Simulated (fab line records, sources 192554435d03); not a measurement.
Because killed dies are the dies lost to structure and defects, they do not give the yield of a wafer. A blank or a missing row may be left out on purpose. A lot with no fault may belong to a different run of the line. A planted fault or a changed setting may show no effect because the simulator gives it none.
Matching of chambers | flow n5 finfet | 4 sister chambers for N5_HKMG_FIN_ALD_36 on ald metal-02
The step deposits TiN, target thk 1 nm, pulse time 1 s, purge time 3 s. 4 wafers are shown with their chamber, then 9 later ones without.

EACH WAFER AND ITS CHAMBER
wafer  | chamber | heater power outer w (W)
L082.2 | 1       | 504
L086.1 | 2       | 645
L089.5 | 0       | 556
L089.6 | 3       | 555

WAFERS MISSING THEIR CHAMBER
wafer  | heater power outer w (W)
L092.1 | 550
L092.2 | 498
L092.6 | 519
L095.1 | 555
L095.2 | 526
L095.4 | 520
L097.1 | 666
L097.3 | 559
L097.5 | 546

CHAMBER TAKEN BY EACH
wafer  | from the rows above          | in truth
L092.1 | can't be placed: 3 or 0      | 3
L092.2 | 1                            | 1
L092.6 | can't be placed: 1 or 3 or 0 | 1
L095.1 | can't be placed: 3 or 0      | 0
L095.2 | can't be placed: 1 or 3 or 0 | 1
L095.4 | can't be placed: 1 or 3 or 0 | 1
L097.1 | 2                            | 2
L097.3 | can't be placed: 0 or 3      | 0
L097.5 | can't be placed: 3 or 0      | 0
2 of 9 placed correctly. Cannot be placed on the basis of these rows: 7; the candidates contain the true chamber in 7. 0 placed wrongly.
How it was worked out, from the rows above alone: a wafer's distance from a chamber is the root of the sum, over the readings, of the square of ((its reading less the chamber's mean) divided by the reading's scatter). If the next closest chamber is less than 2 further off than the closest, the wafer can't be placed; otherwise it belongs to the closest. Each chamber's mean is taken over the wafers shown for it. The scatter (one wafer shown for each chamber): square how far every hidden wafer sits from the nearest shown wafer, average those squares and take the square root.
